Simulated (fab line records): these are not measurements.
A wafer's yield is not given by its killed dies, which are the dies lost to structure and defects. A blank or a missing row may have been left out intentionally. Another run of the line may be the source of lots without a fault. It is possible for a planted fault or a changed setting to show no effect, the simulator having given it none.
Matching of chambers | flow n5_finfet | 4 sister chambers for N5_BEOL_M1_ETCH_69 on rie_diel-05
The step etches SiARC in CF4, target depth 15.6 nm, time 26 s. 20 wafers are shown with their chamber, then 10 later ones without.

== EACH WAFER AND ITS CHAMBER ==
wafer  | chamber | showerhead_plenum_p_Torr (Torr) | throttle_valve_pct (%) | drypump_motor_current_A (A)
L075.1 | 2       | 2.05                            | 15.92                  | 6.03
L075.3 | 0       | 2.20                            | 15.59                  | 5.63
L075.5 | 1       | 2.22                            | 15.90                  | 5.91
L076.3 | 3       | 2.19                            | 15.47                  | 5.62
L076.5 | 0       | 2.20                            | 15.59                  | 5.61
L076.6 | 1       | 2.22                            | 15.92                  | 5.91
L077.1 | 1       | 2.22                            | 15.93                  | 5.90
L077.2 | 0       | 2.20                            | 15.57                  | 5.62
L077.6 | 2       | 2.05                            | 15.92                  | 6.04
L078.3 | 3       | 2.19                            | 15.48                  | 5.61
L078.5 | 3       | 2.19                            | 15.48                  | 5.61
L078.6 | 2       | 2.05                            | 15.95                  | 6.06
L079.2 | 3       | 2.19                            | 15.50                  | 5.60
L079.3 | 1       | 2.22                            | 15.93                  | 5.90
L079.6 | 3       | 2.19                            | 15.49                  | 5.62
L081.1 | 2       | 2.05                            | 15.94                  | 6.09
L081.3 | 3       | 2.18                            | 15.49                  | 5.63
L081.6 | 1       | 2.21                            | 15.95                  | 5.89
L082.4 | 3       | 2.18                            | 15.50                  | 5.62
L082.5 | 1       | 2.21                            | 15.93                  | 5.88

SIGNATURES (averages over the wafers above)
reading                  | chamber 0 | chamber 1 | chamber 2 | chamber 3 | scatter within a chamber
showerhead_plenum_p_Torr | 2.2000    | 2.2167    | 2.0500    | 2.1871    | 0.00415
throttle_valve_pct       | 15.5833   | 15.9267   | 15.9325   | 15.4871   | 0.0137
drypump_motor_current_A  | 5.6200    | 5.8983    | 6.0550    | 5.6157    | 0.0149
Rule: a wafer's distance from a chamber is the root of the sum, over the readings, of the square of ((its reading less the chamber's mean) divided by the reading's scatter). If the next closest chamber is less than 2 further off than the closest, the wafer can't be placed; otherwise it belongs to the closest. The scatter: the root of (the sum of the squares of (reading less its chamber's mean) over the shown wafers, divided by (wafers less chambers)).

== WAFERS WITH NO CHAMBER GIVEN ==
wafer  | showerhead_plenum_p_Torr (Torr) | throttle_valve_pct (%) | drypump_motor_current_A (A)
L082.6 | 2.05                            | 15.94                  | 6.04
L087.1 | 2.21                            | 15.97                  | 5.91
L087.4 | 2.21                            | 15.96                  | 5.91
L087.5 | 2.04                            | 15.97                  | 6.04
L089.3 | 2.19                            | 15.15                  | 5.64
L089.4 | 2.21                            | 15.98                  | 5.88
L089.6 | 2.04                            | 15.97                  | 6.05
L097.2 | 2.18                            | 15.53                  | 5.64
L097.3 | 2.19                            | 15.14                  | 5.58
L097.5 | 2.18                            | 15.55                  | 5.62

== WHICH CHAMBER EACH ONE RAN IN ==
wafer  | from the rows above     | in truth
L082.6 | 2                       | 2
L087.1 | 1                       | 1
L087.4 | 1                       | 1
L087.5 | 2                       | 2
L089.3 | 3                       | 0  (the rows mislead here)
L089.4 | 1                       | 1
L089.6 | 2                       | 2
L097.2 | 3                       | 3
L097.3 | 3                       | 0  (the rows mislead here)
L097.5 | can't be placed: 3 or 0 | 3
Correct placement for 7 of the 10. Cannot be placed on the basis of these rows: 1; the candidates contain the true chamber in 1. 2 placed wrongly.
